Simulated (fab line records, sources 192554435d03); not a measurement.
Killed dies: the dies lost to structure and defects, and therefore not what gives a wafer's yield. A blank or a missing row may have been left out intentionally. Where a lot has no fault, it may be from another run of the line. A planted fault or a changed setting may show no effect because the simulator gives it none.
fab line records    flow n5_finfet
[record] lots = 8  wafers = 23  last_day = 17
route steps=1938 shown BEOL_M1@794 BEOL_M4@1111 PASSIVATION@1936
lots that met no fault: from a run of the same line without faults
start_h: start of the lot's first displayed wafer, in hours after the record's first day    wait_h: hours elapsed since this lot's preceding step    " the same as in the row above    L1.1+2: a single row standing in for several wafers    - no value present, or no start provided    * or withheld: withheld    < > ~ a bound
route shown NAME@n: a module of which the file shows steps, and the number in the route of the first    usual: mean and standard deviation over wafers with no fault    same: alike in all rows    chamber/n: place in a boat    sites: per-site readings    _std_site: standard deviation across them    _edge_site: the outer-site mean with the inner-site mean subtracted    radius_mm: how far each site lies from the wafer's centre    mask NAME#n: copy n    behind: the last tool/chamber to shape the wafer    hold: what put the lot on hold/how long, in hours/how the hold closed    device: whichever transistor did not switch (one of n, p or np)    end of line: tests run on the same wafers once the route is complete    where a step has no rows: the recipe by itself    killed: dies lost to structure and defects at the first sort, not the wafer's yield    map: a wafer's dies, x killed, . not, _ none there
set.NAME: the setting that was run; set.NAME@STEP: the one run at that earlier step    model.NAME: the simulator's own value behind a step, which no gauge read
steps of the route over a sample of lots; a table a step, a row a wafer
services: when a tool's chamber went out of use (start_h, in hours from the record's first day, below 0 if earlier), for how many hours, and the reason
[[steps]]
[step N5_BEOL_M1_ETCH_70]
[recipe] chemistry = N2/H2  target = SOC  target_depth_a = 800  overetch_a = 160  mask_material = SiARC  temp_c = 40  time_s = 120  ion_energy_ev = 200  pressure_mtorr = 30  source_w = 840  bias_w = 150  n2_flow_sccm = 200  h2_flow_sccm = 200
[usual] drypump_motor_current_A = 5.7/0.38  oes_product_au = 0.59/0.059  rf_fwd_power_W = 836.0/2.9  rf_vpp_V = 523.5/2.8  showerhead_plenum_p_Torr = 2.53/0.1  throttle_valve_pct = 17.82/0.23
lot.wafer  tool         chamber  start_h  wait_h  drypump_motor_current_A  oes_product_au  rf_fwd_power_W  rf_hours_counter_h  rf_vpp_V  showerhead_plenum_p_Torr  throttle_valve_pct
L550.1     rie_diel-05  2        169.85   0.0     5.6                      0.68            834.8           29                  524.9     2.61                      17.45
L550.2     "            0        "        "       6.1                      0.54            835.1           204                 520.4     2.41                      17.94
L550.6     "            1        "        "       5.7                      0.61            835.8           -                   518.4     2.35                      17.87
L554.1     rie_diel-05  1        192.17   0.0     5.7                      0.59            832.7           112                 518.2     2.34                      17.89
L554.2     "            2        "        "       5.5                      0.66            838.9           36                  526.3     2.61                      17.46
L554.5     "            1        "        "       5.7                      0.60            837.7           -                   519.4     2.34                      17.90
L555.2     rie_diel-05  1        196.63   0.0     5.7                      0.60            837.4           114                 519.5     2.34                      17.90
L555.4     "            3        "        "       5.5                      0.57            833.1           188                 522.4     2.43                      17.76
L555.5     "            1        "        "       5.7                      0.60            836.6           -                   519.0     2.34                      17.88
L560.3     rie_diel-05  0        225.38   0.0     6.1                      0.53            838.6           222                 520.5     2.40                      17.98
L560.6     "            0        "        "       6.0                      0.53            838.8           -                   521.0     2.40                      17.97
L561.2     rie_diel-01  0        228.69   0.0     5.3                      0.73            840.2           13                  527.3     2.60                      17.50
L561.4     "            1        "        "       5.6                      0.54            833.7           198                 524.9     2.53                      18.12
L561.5     "            3        "        "       5.5                      0.53            834.9           -                   525.5     2.62                      17.86
L563.1     rie_diel-04  2        237.32   0.0     5.6                      0.57            835.4           155                 523.2     2.56                      17.56
L563.4     "            3        "        "       5.4                      0.65            835.5           75                  521.0     2.49                      17.81
L563.6     "            2        "        "       5.6                      0.57            838.5           -                   522.8     2.56                      17.56
L565.3     rie_diel-04  1        252.87   0.0     6.5                      0.54            837.7           199                 523.5     2.50                      17.53
L565.5     "            3        "        "       5.4                      0.65            837.3           -                   521.8     2.49                      17.82
L565.6     "            0        "        "       6.6                      0.60            836.5           -                   527.6     2.66                      18.08
L567.3     rie_diel-04  1        262.98   0.0     6.5                      0.54            830.8           202                 523.7     2.50                      17.54
L567.4     "            0        "        "       6.6                      0.60            835.5           127                 526.9     2.66                      18.06
L567.5     "            1        "        "       6.5                      0.54            831.9           -                   523.9     2.50                      17.55
[step N5_BEOL_M1_STRIP_97]
[recipe] chemistry = N2/H2  time_s = 10  power_w = 450  temp_c = 40  pressure_mtorr = 20  rf_frequency_hz = 6e+07  bias_power_w = 7  n2_flow_sccm = 200  h2_flow_sccm = 200
[usual] drypump_motor_current_A = 5.7/0.39  oes_product_au = 0.77/0.082  rf_vpp_V = 58.9/0.86  showerhead_plenum_p_Torr = 2.52/0.1  throttle_valve_pct = 23.64/0.28
lot.wafer  tool         chamber  start_h  wait_h  drypump_motor_current_A  oes_product_au  rf_hours_counter_h  rf_vpp_V  showerhead_plenum_p_Torr  throttle_valve_pct
L550.1     rie_diel-05  2        -        -       5.5                      0.89            30                  59.2      2.61                      23.31
L550.2     "            0        "        "       6.0                      0.70            204                 58.4      2.41                      23.72
L550.6     "            1        "        "       5.7                      0.80            -                   59.1      2.34                      23.65
L554.1     rie_diel-05  1        -        -       5.7                      0.78            112                 59.9      2.34                      23.66
L554.2     "            2        "        "       5.5                      0.87            36                  59.5      2.60                      23.32
L554.5     "            1        "        "       5.7                      0.79            -                   58.7      2.34                      23.64
L555.2     rie_diel-05  1        -        -       5.7                      0.78            114                 59.3      2.34                      23.66
L555.4     "            3        "        "       5.5                      0.73            188                 57.9      2.43                      23.51
L555.5     "            1        "        "       5.8                      0.78            -                   57.6      2.34                      23.65
L560.3     rie_diel-05  0        -        -       6.0                      0.69            222                 59.8      2.40                      23.75
L560.6     "            0        "        "       6.1                      0.68            -                   59.6      2.40                      23.74
L561.2     rie_diel-01  0        -        -       5.2                      0.96            13                  60.5      2.60                      23.37
L561.4     "            1        "        "       5.6                      0.71            198                 59.1      2.53                      24.01
L561.5     "            3        "        "       5.5                      0.69            -                   59.2      2.61                      23.61
L563.1     rie_diel-04  2        -        -       5.6                      0.74            156                 59.9      2.55                      23.33
L563.4     "            3        "        "       5.4                      0.86            75                  58.3      2.48                      23.74
L563.6     "            2        "        "       5.6                      0.74            -                   59.8      2.55                      23.34
L565.3     rie_diel-04  1        -        -       6.5                      0.71            199                 59.2      2.50                      23.10
L565.5     "            3        "        "       5.4                      0.84            -                   59.7      2.48                      23.75
L565.6     "            0        "        "       6.6                      0.79            -                   58.4      2.66                      24.02
L567.3     rie_diel-04  1        -        -       6.5                      0.70            202                 57.1      2.50                      23.09
L567.4     "            0        "        "       6.6                      0.79            127                 60.0      2.66                      24.01
L567.5     "            1        "        "       6.5                      0.69            -                   57.9      2.49                      23.10
[step N5_BEOL_M1_ALD_84]
[recipe] material = TaN  target_thk_a = *  temp_c = 275  ald_precursor_family = PDMAT  ald_co_reactant = NH3  pressure_torr = 3  carrier_flow_sccm = 1500  pulse_time_s = 2  purge_time_s = 3  co_reactant_purge_time_s = 2  co_reactant_pulse_time_s = 3  ald_cycles = 30  precursor_vessel_temp_c = 75  precursor_vessel_pressure_torr = 26.25  precursor_vessel_carrier_sccm = 1000
[usual] ald_cycles = 30/0  heater_power_w = 444/62  mfc_carrier_sccm = 1500/4.7
lot.wafer  tool          chamber  start_h  wait_h  ald_cycles  heater_power_w  mfc_carrier_sccm  since_wet_clean_h
L550.1     ald_metal-04  0        170.62   0.2     30          454             1492              2910
L550.2     "             3        "        "       30          444             1493              2910
L550.6     "             2        "        "       30          363             1498              -
L554.1     ald_metal-04  0        193.09   0.0     30          446             1501              2933
L554.2     "             2        "        "       30          376             1510              2933
L554.5     "             0        "        "       30          439             1506              -
L555.2     ald_metal-04  2        197.97   0.2     30          367             1503              2938
L555.4     "             1        "        "       30          408             1493              -
L555.5     "             0        "        "       30          445             1502              -
L560.3     ald_metal-01  3        226.31   0.1     30          448             1499              6043
L560.6     "             0        "        "       30          450             1497              -
L561.2     ald_metal-04  3        229.77   0.1     21          455             1504              2970
L561.4     "             0        "        "       30          449             1500              2970
L561.5     "             3        "        "       30          439             1500              -
L563.1     ald_metal-04  0        238.26   0.0     21          442             1506              2978
L563.4     "             2        "        "       30          366             1504              2978
L563.6     "             0        "        "       30          450             1503              -
L565.3     ald_metal-03  2        254.05   0.1     30          378             1503              1455
L565.5     "             0        "        "       30          395             1499              -
L565.6     "             3        "        "       30          508             1494              -
L567.3     ald_metal-03  2        264.03   0.0     30          383             1502              1465
L567.4     "             3        "        "       30          506             1498              1465
L567.5     "             0        "        "       30          403             1500              -
[step N5_BEOL_M1_SPUTTER_79]
[recipe] material = Cu  target_thk_a = 45  temp_c = -20  chamber_pressure_pa = 0.07  power_w = withheld  time_s = 8.29
[usual] throttle_valve_pct = 30.1/0.93
lot.wafer  tool            chamber  start_h  wait_h  throttle_valve_pct
L550.1     pvd_sputter-03  -        171.48   0.1     29.2
L550.2     "               -        "        "       29.5
L550.6     "               -        "        "       29.1
L554.1     pvd_sputter-02  -        193.87   0.1     30.2
L554.2     "               -        "        "       29.1
L554.5     "               -        "        "       29.0
L555.2     pvd_sputter-02  -        199.48   0.1     30.6
L555.4     "               -        "        "       29.1
L555.5     "               -        "        "       30.1
L560.3     pvd_sputter-01  -        227.59   0.1     30.7
L560.6     "               -        "        "       33.2
L561.2     pvd_sputter-02  -        230.83   0.1     30.0
L561.4     "               -        "        "       30.2
L561.5     "               -        "        "       30.2
L563.1     pvd_sputter-03  -        239.04   0.1     30.1
L563.4     "               -        "        "       30.3
L563.6     "               -        "        "       29.1
L565.3     pvd_sputter-01  -        254.97   0.1     31.0
L565.5     "               -        "        "       30.4
L565.6     "               -        "        "       30.4
L567.3     pvd_sputter-03  -        264.79   0.1     28.9
L567.4     "               -        "        "       30.1
L567.5     "               -        "        "       29.5
[step N5_BEOL_M4_RC_MEAS_101]
[usual] CHAIN_V0 = 233/8.4  CHAIN_V0_max_site = 243/9.9  COMB_M1 = 5.8e-11/1.2e-11  COMB_M1_max_site = 8.4e-11/1.9e-11  DIBL_N = 36.8/2.1  DIBL_P = 37.1/2.2  IOFF_N = 0.18/0.037  IOFF_P = 0.23/0.041  ION_N = 682/13  ION_P = 467/8.6  SS_N = 71.7/0.61  SS_P = 73.5/0.6  VT_N = 248/3.4  VT_P = -249/3.5
lot.wafer  tool       chamber  start_h  wait_h  CHAIN_V0[ohm/link]  CHAIN_V0_max_site[ohm/link]  COMB_M1[S/m]  COMB_M1_max_site[S/m]  DIBL_N[mV/V]  DIBL_P[mV/V]  IOFF_N[nA/um]  IOFF_P[nA/um]  ION_N[uA/um]  ION_P[uA/um]  SS_N[mV/dec]  SS_P[mV/dec]  VT_N[mV]  VT_P[mV]
L550.1     prober-01  0        205.60   0.0     226                 237                          4.8e-11       6.7e-11                37.9          37.5          0.18           0.21           657           445           72.1          73.3          250       -250
L550.2     "          0        "        "       223                 233                          5.5e-11       6.8e-11                37.7          38.5          0.18           0.22           675           456           71.6          73.6          247       -253
L550.6     "          0        "        "       233                 240                          5.9e-11       7.8e-11                36.2          37.0          0.14           0.19           659           449           71.4          72.8          253       -251
L554.1     prober-02  0        233.88   0.0     236                 256                          5.7e-11       7.8e-11                37.8          39.9          0.21           0.22           706           474           71.9          74.5          246       -250
L554.2     "          0        "        "       215                 224                          4.2e-11       7.2e-11                39.9          42.8          0.27           0.27           712           475           72.3          74.2          241       -249
L554.5     "          0        "        "       236                 243                          5.5e-11       7.7e-11                37.2          39.6          0.21           0.21           691           470           71.8          73.7          246       -251
L555.2     prober-01  0        236.16   0.2     231                 247                          4.5e-11       6.4e-11                36.6          35.9          0.15           0.19           674           461           71.2          73.1          252       -253
L555.4     "          0        "        "       235                 248                          4.8e-11       7e-11                  37.5          37.5          0.17           0.22           684           471           71.4          73.5          250       -250
L555.5     "          0        "        "       245                 253                          4.5e-11       7.6e-11                34.7          34.7          0.13           0.18           670           464           71.0          73.2          252       -253
L560.3     prober-01  0        263.31   0.3     236                 252                          6.1e-11       6.9e-11                37.8          38.4          0.18           0.24           694           478           71.5          73.5          248       -247
L560.6     "          0        "        "       227                 240                          6.5e-11       7.8e-11                35.6          36.6          0.15           0.21           692           477           70.8          73.2          249       -247
L561.2     prober-02  0        264.38   0.2     188                 197                          1.5e-10       2.25e-10               36.9          36.8          0.17           0.25           680           471           71.7          74.0          249       -246
L561.4     "          0        "        "       237                 252                          5.7e-11       1.02e-10               35.8          35.3          0.15           0.23           683           474           71.4          73.1          251       -246
L561.5     "          0        "        "       241                 258                          6.1e-11       8.4e-11                34.8          34.7          0.15           0.22           688           474           71.4          72.6          251       -247
L563.1     prober-02  0        281.75   0.0     190                 199                          1.09e-10      1.51e-10               34.4          33.9          0.13           0.19           686           464           70.8          72.9          250       -247
L563.4     "          0        "        "       228                 243                          3.6e-11       4.6e-11                35.2          34.6          0.15           0.20           679           471           71.1          72.9          246       -250
L563.6     "          0        "        "       241                 250                          5.2e-11       6.3e-11                35.3          35.2          0.15           0.20           676           469           71.8          72.9          250       -249
L565.3     prober-01  0        302.78   0.3     235                 248                          8.6e-11       1.36e-10               37.0          39.5          0.20           0.29           694           475           72.4          74.0          245       -242
L565.5     "          0        "        "       232                 237                          7.5e-11       9.4e-11                37.0          39.3          0.19           0.29           685           476           71.6          73.7          247       -242
L565.6     "          0        "        "       235                 243                          6e-11         7.2e-11                39.1          41.5          0.24           0.33           696           480           73.0          74.6          244       -242
L567.3     prober-01  0        306.84   0.3     226                 234                          6e-11         7.1e-11                36.3          35.6          0.15           0.20           679           466           71.5          73.2          249       -251
L567.4     "          0        "        "       237                 251                          9.1e-11       1.19e-10               38.0          38.2          0.18           0.25           682           469           72.5          74.5          248       -249
L567.5     "          0        "        "       229                 244                          3.9e-11       5e-11                  37.9          38.1          0.18           0.24           688           469           71.8          73.6          249       -247
// sites CHAIN_V0 radius_mm=0,75,75,75,75,140,140,140,140
L550.1 219 233 219 233 226 237 222 237 225
L554.1 256 243 244 236 248 224 224 226 226
L555.2 229 237 247 231 236 224 227 232 230
L560.3 234 245 252 245 236 226 230 237 228
L561.2 188 192 197 191 194 187 185 182 188
L563.1 199 190 198 197 198 184 184 180 188
L565.3 248 248 228 238 241 235 217 231 229
L567.3 218 234 230 229 226 215 212 226 208
// sites COMB_M1 radius_mm=0,75,75,75,75,140,140,140,140
L550.1 6.2e-11 5.8e-11 3.4e-11 6.7e-11 4e-11 3.9e-11 4.8e-11 4.1e-11 4.9e-11
L554.1 5.7e-11 5.2e-11 5.7e-11 4.7e-11 4.5e-11 4.1e-11 6.4e-11 7.8e-11 6.2e-11
L555.2 5e-11 4.5e-11 5e-11 4.2e-11 4e-11 6.4e-11 3.5e-11 3.9e-11 6.2e-11
L560.3 6.4e-11 6.3e-11 6.1e-11 3.3e-11 2.7e-11 4.5e-11 6.4e-11 5.4e-11 6.9e-11
L561.2 1.48e-10 1.36e-10 2.08e-10 1.73e-10 1.93e-10 1.5e-10 2.25e-10 1.28e-10 1.32e-10
L563.1 8e-11 6.8e-11 1.51e-10 1.22e-10 9e-11 1.23e-10 1.19e-10 1.09e-10 9.4e-11
L565.3 1.1e-10 8.6e-11 1.36e-10 1.11e-10 7.5e-11 6.5e-11 6.9e-11 1.17e-10 7.1e-11
L567.3 4.2e-11 4.1e-11 3.4e-11 7.1e-11 6e-11 6.8e-11 7e-11 5e-11 6.1e-11
[step N5_PASSIVATION_PROBE_49]
[usual] defect_limited_yield = 91.0/1.4  killed_at_M0_to_M3 = 35/10  killed_at_M4_up = 13/6  killed_at_contacts = 13/6.4  killed_at_front_end = 42/12  killed_at_other = 3.2/2.4  killed_dies = 107/17  killed_on_rim = 15/4.1  killed_open = 69/13  killed_short = 33/7.3  sort_bin_4_leakage = 0.00/0.022  sort_bin_5_function = 5.3/0.92  sort_bin_6_memory = 3.3/0.66  sort_n_pass = 1073/17  sort_yield_pct = 90.9/1.4
[same] gross_dies = 1180  killed_at_back_side = 0  sort_bin_8_speed[%] = 0
lot.wafer  tool       chamber  start_h  wait_h  defect_limited_yield[%]  killed_at_M0_to_M3  killed_at_M4_up  killed_at_contacts  killed_at_front_end  killed_at_other  killed_dies  killed_on_rim  killed_open  killed_short  sort_bin_4_leakage[%]  sort_bin_5_function[%]  sort_bin_6_memory[%]  sort_n_pass  sort_yield_pct[%]
L550.1     prober-01  -        312.41   0.0     89.7                     36                  17               8                   56                   5                122          20             65           47            0                      5.3                     4.1                   1058         89.7
L550.2     prober-01  -        312.46   0.1     89.8                     39                  24               8                   48                   1                120          17             71           42            0                      5.8                     3.7                   1060         89.8
L550.6     prober-01  -        312.66   0.3     89.7                     34                  14               17                  50                   6                121          16             66           45            0                      5.9                     3.6                   1059         89.7
L554.1     prober-01  -        337.72   0.0     89.7                     43                  21               16                  39                   3                122          16             82           33            0                      6.1                     3.6                   1058         89.7
L554.2     prober-01  -        337.77   0.1     93.1                     29                  9                16                  27                   1                82           18             52           25            0.08                   4.4                     2.4                   1097         93.0
L554.5     prober-01  -        337.92   0.2     89.3                     32                  20               19                  55                   0                126          20             78           43            0                      6.7                     3.2                   1054         89.3
L560.3     prober-01  -        369.06   0.1     92.0                     37                  23               10                  21                   3                94           15             64           27            0                      4.5                     3.3                   1086         92.0
L560.6     prober-01  -        369.21   0.3     91.3                     35                  9                15                  36                   8                103          14             73           28            0                      5.6                     3.1                   1077         91.3
L561.2     prober-01  -        369.31   0.4     86.1                     112                 13               6                   32                   1                164          22             63           33            5.59                   5.6                     2.4                   1016         86.1
L561.4     prober-01  -        369.41   0.5     89.9                     44                  19               6                   49                   1                119          18             71           39            0                      5.9                     3.4                   1061         89.9
L561.5     prober-01  -        369.46   0.5     92.5                     27                  11               7                   42                   1                88           7              43           39            0                      4.7                     2.4                   1092         92.5
L563.1     prober-02  -        392.04   0.0     84.0                     85                  7                24                  67                   6                189          28             89           37            5.34                   6.2                     4.0                   991          84.0
L563.4     prober-02  -        392.19   0.2     89.6                     30                  14               18                  60                   1                123          13             89           34            0                      5.9                     4.2                   1057         89.6
L563.6     prober-02  -        392.29   0.3     90.5                     40                  6                9                   55                   2                112          9              77           35            0                      6.0                     3.1                   1068         90.5
L565.3     prober-01  -        405.03   0.1     89.2                     40                  11               26                  49                   2                128          20             82           45            0                      6.3                     4.2                   1052         89.2
L565.5     prober-01  -        405.13   0.2     90.7                     42                  16               15                  36                   1                110          20             70           36            0                      5.5                     3.5                   1070         90.7
L565.6     prober-01  -        405.18   0.3     93.1                     27                  5                12                  37                   0                81           11             58           20            0                      4.5                     2.1                   1099         93.1
// killed by level:class
L550.1 FIN_SAQP:geometric_particle:open=17 FIN_SAQP:geometric_particle:short=15 BEOL_M3:geometric_particle:open=13 BEOL_M0_SAQP:geometric_particle:short=9 MOL_CONTACT_COAG:geometric_particle:open=7 STARTING-WAFER:geometric_particle:short=6 BEOL_M3:geometric_particle:short=5 BEOL_M4:geometric_particle:open=5
L550.2 FIN_SAQP:geometric_particle:open=10 BEOL_M0_SAQP:geometric_particle:short=10 BEOL_M3:geometric_particle:open=9 FIN_SAQP:geometric_particle:short=8 BEOL_M4:geometric_particle:open=8 BEOL_M0_SAQP:geometric_particle:open=6 BEOL_M3:geometric_particle:short=6 STI_FIN_REVEAL:geometric_particle:open=5
L550.6 FIN_SAQP:geometric_particle:open=13 BEOL_M3:geometric_particle:open=11 FIN_SAQP:geometric_particle:short=10 MOL_CONTACT_COAG:geometric_particle:open=10 STARTING-WAFER:geometric_particle:short=5 GATE_CUT:geometric_particle:short=5 MOL_CONTACT_COAG:geometric_particle:short=5 BEOL_M0_SAQP:geometric_particle:short=4
L554.1 BEOL_M0_SAQP:geometric_particle:open=21 FIN_SAQP:geometric_particle:open=16 BEOL_M4:geometric_particle:open=14 BEOL_M0_SAQP:geometric_particle:short=13 MOL_CONTACT_COAG:geometric_particle:open=9 MOL_CONTACT_COAG:geometric_particle:short=7 FIN_SAQP:geometric_particle:short=4 ILD0:geometric_particle:short=3
L554.2 MOL_CONTACT_COAG:geometric_particle:open=14 BEOL_M0_SAQP:geometric_particle:short=8 BEOL_M0_SAQP:geometric_particle:open=8 BEOL_M4:geometric_particle:open=5 BEOL_M1:geometric_particle:open=4 FIN_SAQP:geometric_particle:open=3 FIN_SAQP:geometric_particle:short=3 STI_FIN_REVEAL:geometric_particle:open=3
L554.5 MOL_CONTACT_COAG:geometric_particle:open=18 BEOL_M4:geometric_particle:open=14 BEOL_M0_SAQP:geometric_particle:short=12 FIN_SAQP:geometric_particle:open=11 BEOL_M0_SAQP:geometric_particle:open=11 FIN_SAQP:geometric_particle:short=10 DUMMY_GATE:geometric_particle:open=7 BEOL_M2:geometric_particle:open=5
L560.3 BEOL_M2:geometric_particle:open=9 MOL_CONTACT_COAG:geometric_particle:open=8 BEOL_M3:geometric_particle:open=6 BEOL_M4:geometric_particle:open=6 ILD0:geometric_particle:open=5 BEOL_M0_SAQP:geometric_particle:short=5 BEOL_M6:geometric_particle:open=5 BEOL_M0:geometric_particle:short=4
L560.6 BEOL_M0_SAQP:geometric_particle:open=9 MOL_CONTACT_COAG:geometric_particle:open=8 BEOL_M2:geometric_particle:open=8 STI_FIN_REVEAL:geometric_particle:open=7 FIN_SAQP:geometric_particle:open=6 MOL_CONTACT_COAG:geometric_particle:short=6 BEOL_M3:geometric_particle:open=6 BEOL_M1:geometric_particle:open=5
L561.2 M1:area_ald=66 BEOL_M2:geometric_particle:open=12 BEOL_M3:geometric_particle:open=11 FIN_SAQP:geometric_particle:open=8 GATE_CUT:geometric_particle:short=6 BEOL_M0_SAQP:geometric_particle:short=6 GATE_CUT:geometric_particle:open=5 BEOL_M0_SAQP:geometric_particle:open=5
L561.4 BEOL_M0_SAQP:geometric_particle:open=14 STI_FIN_REVEAL:geometric_particle:open=9 BEOL_M0_SAQP:geometric_particle:short=8 FIN_SAQP:geometric_particle:open=7 BEOL_M3:geometric_particle:open=7 FIN_SAQP:geometric_particle:short=5 ILD0:geometric_particle:open=5 BEOL_M2:geometric_particle:short=5
L561.5 BEOL_M0_SAQP:geometric_particle:open=10 ILD0:geometric_particle:short=8 BEOL_M0_SAQP:geometric_particle:short=7 FIN_SAQP:geometric_particle:short=6 FIN_SAQP:geometric_particle:open=5 GATE_CUT:geometric_particle:open=5 GATE_CUT:geometric_particle:short=5 MOL_CONTACT_COAG:geometric_particle:open=5
L563.1 M1:area_ald=63 STI_FIN_REVEAL:geometric_particle:open=26 MOL_CONTACT_COAG:geometric_particle:open=16 FIN_SAQP:geometric_particle:open=13 MOL_CONTACT_COAG:geometric_particle:short=8 BEOL_M3:geometric_particle:open=7 FIN_SAQP:geometric_particle:short=6 BEOL_M0_SAQP:geometric_particle:short=5
L563.4 FIN_SAQP:geometric_particle:open=19 STI_FIN_REVEAL:geometric_particle:open=17 MOL_CONTACT_COAG:geometric_particle:open=15 FIN_SAQP:geometric_particle:short=10 BEOL_M0_SAQP:geometric_particle:short=6 BEOL_M0_SAQP:geometric_particle:open=6 BEOL_M2:geometric_particle:open=6 BEOL_M3:geometric_particle:open=4
L563.6 BEOL_M3:geometric_particle:open=16 STI_FIN_REVEAL:geometric_particle:open=13 FIN_SAQP:geometric_particle:open=12 BEOL_M0_SAQP:geometric_particle:open=10 BEOL_M0_SAQP:geometric_particle:short=6 MOL_CONTACT_COAG:geometric_particle:open=5 FIN_SAQP:geometric_particle:short=4 DUMMY_GATE:geometric_particle:open=4
L565.3 MOL_CONTACT_COAG:geometric_particle:open=22 DUMMY_GATE:geometric_particle:open=13 BEOL_M0_SAQP:geometric_particle:short=13 STI_FIN_REVEAL:geometric_particle:open=9 BEOL_M0_SAQP:geometric_particle:open=9 FIN_SAQP:geometric_particle:short=8 MOL_CONTACT_COAG:geometric_particle:short=4 DUMMY_GATE:geometric_particle:short=4
L565.5 BEOL_M0_SAQP:geometric_particle:open=15 MOL_CONTACT_COAG:geometric_particle:open=13 BEOL_M0_SAQP:geometric_particle:short=12 STI_FIN_REVEAL:geometric_particle:open=9 BEOL_M5:geometric_particle:open=7 BEOL_M0:geometric_particle:open=6 FIN_SAQP:geometric_particle:open=4 STI_FIN_REVEAL:geometric_particle:short=4
L565.6 STI_FIN_REVEAL:geometric_particle:open=15 MOL_CONTACT_COAG:geometric_particle:open=10 BEOL_M0_SAQP:geometric_particle:open=9 STI_FIN_REVEAL:geometric_particle:short=4 BEOL_M0_SAQP:geometric_particle:short=4 BEOL_M3:geometric_particle:open=4 DUMMY_GATE:geometric_particle:open=3 GATE_CUT:geometric_particle:short=3
[[services]]
tool          chamber  start_h  hours  kind
ald_metal-04  1        150.24   13.8   repair
rie_diel-04   1        160.42   8.4    repair
rie_diel-04   -        161.90   4.3    pm
rie_diel-01   0        169.35   -      clean
rie_diel-01   0        169.35   -      consumable_replace:focus_ring
rie_diel-01   0        169.35   15.3   scheduled_down
rie_diel-01   0        169.35   15.3   vent_cycle
ald_metal-04  3        173.96   39.0   repair
rie_diel-04   2        186.18   3.8    repair
rie_diel-05   1        199.14   22.3   repair
rie_diel-04   -        219.11   0.4    repair
ald_metal-04  -        245.53   8.7    pm
ald_metal-01  3        251.34   -      calibration
ald_metal-01  -        259.18   2.8    pm
rie_diel-05   2        262.35   13.6   repair
[[key]]
[first_sign] step = N5_BEOL_M1_ALD_84  reading = ald_cycles  direction = down  sigmas = 99+  usual = *  struck = *
[effect] step = N5_BEOL_M4_RC_MEAS_101  reading = COMB_M1  direction = up  sigmas = 5.9  usual = 5.8e-11  struck = 1.3e-10
[effect] step = N5_BEOL_M4_RC_MEAS_101  reading = CHAIN_V0  direction = down  sigmas = 5.2  usual = 233  struck = 189
[effect] step = N5_BEOL_M4_RC_MEAS_101  reading = COMB_M1_max_site  direction = up  sigmas = 5.6  usual = 8.4e-11  struck = 1.88e-10
[effect] step = N5_BEOL_M4_RC_MEAS_101  reading = CHAIN_V0_max_site  direction = down  sigmas = 4.6  usual = 243  struck = 198
[effect] step = N5_PASSIVATION_PROBE_49  reading = sort_bin_4_leakage  direction = up  sigmas = 64  usual = 0.00  struck = 5.47
[more_kills_born_at] N5_BEOL_M1_ALD_84@ald_metal-04 = 129
met_at N5_BEOL_M1_ALD_84
struck_lots L561,L563
struck_wafers L561.2,L563.1
not_acting_at N5_BEOL_M1_ETCH_70,N5_BEOL_M1_STRIP_97,N5_BEOL_M1_SPUTTER_79
onset_between 197.97 229.77
[fault] kind = process_parameter_drift  tool = ald_metal-04  chamber = -  onset_h = 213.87  steps = N5_BEOL_M1_ALD_84  channel = ald_cycles  offset = *  shape = step  end_h = 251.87  scope = struck_wafers_only  acts_in = *  stated = *
